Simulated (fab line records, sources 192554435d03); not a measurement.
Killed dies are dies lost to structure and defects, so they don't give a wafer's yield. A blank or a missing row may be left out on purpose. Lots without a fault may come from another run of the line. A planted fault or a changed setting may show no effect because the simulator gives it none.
Chamber matching | flow n5_finfet | N5_BEOL_M7_CMP_52 on cmp-04: 4 sister chambers
The step polishes, stops on SiCOH lowk, t overpolish 6.9 s, target thk 80 nm. 4 wafers are shown with their chamber, then 7 later ones without.

WAFERS WITH THEIR CHAMBER
wafer  | chamber | motor_current_A (A)
L078.1 | 2       | 7.1
L082.4 | 1       | 8.0
L083.1 | 3       | 6.1
L083.2 | 0       | 5.9

WAFERS WITHOUT THEIR CHAMBER
wafer  | motor_current_A (A)
L083.4 | 7.0
L093.1 | 6.8
L093.4 | 6.0
L093.5 | 6.7
L094.2 | 7.6
L094.3 | 6.1
L094.4 | 6.3

WHICH CHAMBER EACH WENT THROUGH
wafer  | from the rows above          | in truth
L083.4 | 2                            | 2
L093.1 | can't be placed: 2 or 3      | 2
L093.4 | can't be placed: 0 or 3      | 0
L093.5 | can't be placed: 2 or 3 or 0 | 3
L094.2 | can't be placed: 1 or 2      | 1
L094.3 | can't be placed: 3 or 0      | 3
L094.4 | can't be placed: 3 or 0      | 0
Placed correctly: 1 of 7. Can't be placed from these rows: 6 (the true chamber is among the candidates in 6). Placed wrongly: 0.
How it was worked out, from the rows above alone: a wafer's distance from a chamber is the root of the sum, over the readings, of the square of ((its reading less the chamber's mean) divided by the reading's scatter). The wafer belongs to the nearest chamber; if the next one is less than 2 further off, it can't be placed. A chamber's mean is the mean of its shown wafers. The scatter: with one shown wafer a chamber, the root of the mean of the squares of how far each hidden wafer lies from its nearest shown one.
